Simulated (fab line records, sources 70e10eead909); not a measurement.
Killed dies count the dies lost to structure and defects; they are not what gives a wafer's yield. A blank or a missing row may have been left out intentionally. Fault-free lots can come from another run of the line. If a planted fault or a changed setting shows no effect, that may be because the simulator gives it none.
What tool caused it?	flow nand harc	Sampling: 14 lots, 42 wafers, 4 of 1302 route steps

WHAT THE GAUGES READ, wafer by wafer
NHARC_A_ONON_D2_THK_MEAS_14: measures by ellipsometry. Usual: 999 nm for thk nm, sd 12.
lot	measured	on	thk nm (nm)	flag
L684	day 12 19:41	film metro-02	981 982 982	
L683	day 13 06:16	film metro-02	1012 1012 1012	
L686	day 13 16:34	film metro-02	1006 1005 1006	
L688	day 14 18:11	film metro-02	1018 1019 1017	
L691	day 16 02:35	film metro-01	995 993 994	
L692	day 16 03:21	film metro-01	1013 1013 1015	
L694	day 16 20:44	film metro-01	984 983 984	
L695	day 17 11:45	film metro-01	992 992 994	
L698	day 18 09:19	film metro-01	999 998 999	
L696	day 18 09:40	film metro-01	997 999 999	
L699	day 19 09:39	film metro-01	1008 1009 1008	
L704	day 21 18:46	film metro-02	1008 1010 1008	
L705	day 21 19:07	film metro-01	1004 1004 1005	
L706	day 22 00:20	film metro-02	998 1001 999	

NHARC_A_ONON_D2_THK_MEAS_18: measures by ellipsometry. Usual: 1000 nm for thk nm, sd 9.5.
lot	measured	on	thk nm (nm)	flag
L684	day 13 02:55	film metro-01	993 994 993	
L683	day 13 14:19	film metro-02	1003 1004 1003	
L686	day 14 00:30	film metro-01	1004 1004 1003	
L688	day 15 01:32	film metro-01	993 993 994	
L691	day 16 09:54	film metro-02	1018 1018 1015	
L692	day 16 10:16	film metro-02	989 990 991	
L694	day 17 04:29	film metro-01	1010 1011 1010	
L695	day 17 19:31	film metro-02	996 996 996	
L698	day 18 17:01	film metro-02	1603 1603 1602	OFF
L696	day 18 17:01	film metro-01	1013 1013 1011	
L699	day 19 16:33	film metro-02	1583 1585 1583	OFF
L704	day 22 02:38	film metro-02	998 998 997	
L705	day 22 02:38	film metro-01	1004 1006 1005	
L706	day 22 09:58	film metro-02	1001 999 1000	

NHARC_END_SORT_01. Usual: killed at array 41, standard deviation 10; killed at other 0.8, standard deviation 0.91; killed at periphery 4.2, standard deviation 2.9; killed dies 46, standard deviation 10; killed open 3.5, standard deviation 2.1; killed short 2.5, standard deviation 1.6.
lot	measured	on	killed at array	killed at other	killed at periphery	killed dies	killed open	killed short	flag
L688	day 26 04:28	prober-02	44 40 53	0 0 4	0 5 2	44 45 59	0 6 3	1 3 5	
L698	day 30 05:19	prober-02	675 677 674	0 0 1	2 0 2	677 677 677	6 6 4	1 3 3	OFF
L699	day 31 08:24	prober-02	676 676 673	0 1 0	1 0 4	677 677 677	2 2 2	2 3 2	OFF
L705	day 34 11:05	prober-02	41 49 56	0 1 2	7 4 6	48 54 64	2 2 3	4 4 6	

WHAT TOOL EACH LOT RAN ON (gives the tool, then ch and the chambers of the sampled wafers, and finally the start)
lot	NHARC_A_ONON_D2_DEP_16
L684	pecvd onon-04 ch 0, day 13 02:28
L683	pecvd onon-01 ch 0, day 13 13:55
L686	pecvd onon-03 ch 0, day 14 00:02
L688	pecvd onon-01 ch 0, day 15 01:05
L691	pecvd onon-03 ch 0, day 16 09:24
L692	pecvd onon-01 ch 0, day 16 09:46
L694	pecvd onon-03 ch 0, day 17 04:05
L695	pecvd onon-03 ch 0, day 17 19:00
L698	pecvd onon-03 ch 0, day 18 16:34
L696	pecvd onon-04 ch 0, day 18 16:30
L699	pecvd onon-03 ch 0, day 19 16:02
L704	pecvd onon-03 ch 0, day 22 02:15
L705	pecvd onon-01 ch 0, day 22 02:08
L706	pecvd onon-01 ch 0, day 22 09:28
- NHARC_A_ONON_D2_DEP_16: target thk 1000 nm.

AS READ BY THE TOOLS THEMSELVES (means over the sampled wafers that have a number; for cases with no such wafer, the mark the record gives instead)
The record holds no such reading with a usual standard deviation.

THE ANSWER, worked out from the rows above alone
Rule: take the mean of a lot's wafers that have a number; if it is more than 3 standard deviations from the usual mean, the lot is off. A lot without any number at a reading at which 4 lots or more have one is off too. Any other lot the step has rows for is counted as sound. The gauges are gone through in route order, then the tools' own readings, and for those a lot's mean is taken as printed above. At the first step where some lot is off, the reading lying furthest off is the one used; lots without a number count as furthest.
Off, at NHARC_A_ONON_D2_THK_MEAS_18 on thk nm: L698, L699.
A tool fits if, at a process step before that reading, it ran every lot that is off, and no sound lot after the first of them. The gauges at NHARC_A_ONON_D2_THK_MEAS_18 aren't tried: what is off there is off at NHARC_END_SORT_01 too, on other tools, and a gauge's error can't cause that. None of those tried fits.

WHAT THE SIMULATOR HAD PUT IN
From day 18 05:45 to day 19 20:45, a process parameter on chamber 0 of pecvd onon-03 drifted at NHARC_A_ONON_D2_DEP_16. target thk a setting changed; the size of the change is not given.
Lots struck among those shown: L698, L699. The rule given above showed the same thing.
